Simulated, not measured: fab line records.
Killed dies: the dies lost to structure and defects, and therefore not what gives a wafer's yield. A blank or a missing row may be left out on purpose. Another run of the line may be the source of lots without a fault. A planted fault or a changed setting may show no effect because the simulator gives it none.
Matching of chambers / flow n5_finfet / N5_STI_FIN_REVEAL_ALD_14 on ald_sin-04: 4 sister chambers
The step deposits Si3N4, target thk 3 nm. 4 wafers are shown with their chamber, then 7 later ones without.

## EACH WAFER AND ITS CHAMBER
wafer=L147.3; chamber=2; heater_power_w (W)=846
wafer=L147.5; chamber=0; heater_power_w (W)=1070
wafer=L150.2; chamber=3; heater_power_w (W)=754
wafer=L150.3; chamber=1; heater_power_w (W)=859

## WAFERS WHOSE CHAMBER IS MISSING
wafer=L150.5; heater_power_w (W)=759
wafer=L162.2; heater_power_w (W)=872
wafer=L162.5; heater_power_w (W)=891
wafer=L162.6; heater_power_w (W)=883
wafer=L163.2; heater_power_w (W)=863
wafer=L163.4; heater_power_w (W)=1039
wafer=L163.5; heater_power_w (W)=867

## EACH ONE'S CHAMBER
wafer=L150.5; from the rows above=3; in truth=3
wafer=L162.2; from the rows above=can't be placed: 1 or 2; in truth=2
wafer=L162.5; from the rows above=can't be placed: 1 or 2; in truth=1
wafer=L162.6; from the rows above=can't be placed: 1 or 2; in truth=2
wafer=L163.2; from the rows above=can't be placed: 1 or 2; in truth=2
wafer=L163.4; from the rows above=0; in truth=0
wafer=L163.5; from the rows above=can't be placed: 1 or 2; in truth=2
Correctly placed: 2 of 7. Cannot be placed on the basis of these rows: 5; the candidates contain the true chamber in 5. 0 placed wrongly.
How it was worked out, from the rows above alone: a wafer's distance from a chamber is the root of the sum, over the readings, of the square of ((its reading less the chamber's mean) divided by the reading's scatter). If the next closest chamber is less than 2 further off than the closest, the wafer can't be placed; otherwise it belongs to the closest. The mean given for a chamber averages the wafers shown for that chamber. The scatter: root of mean squared gap, hidden wafer to nearest shown wafer, with one shown wafer a chamber.
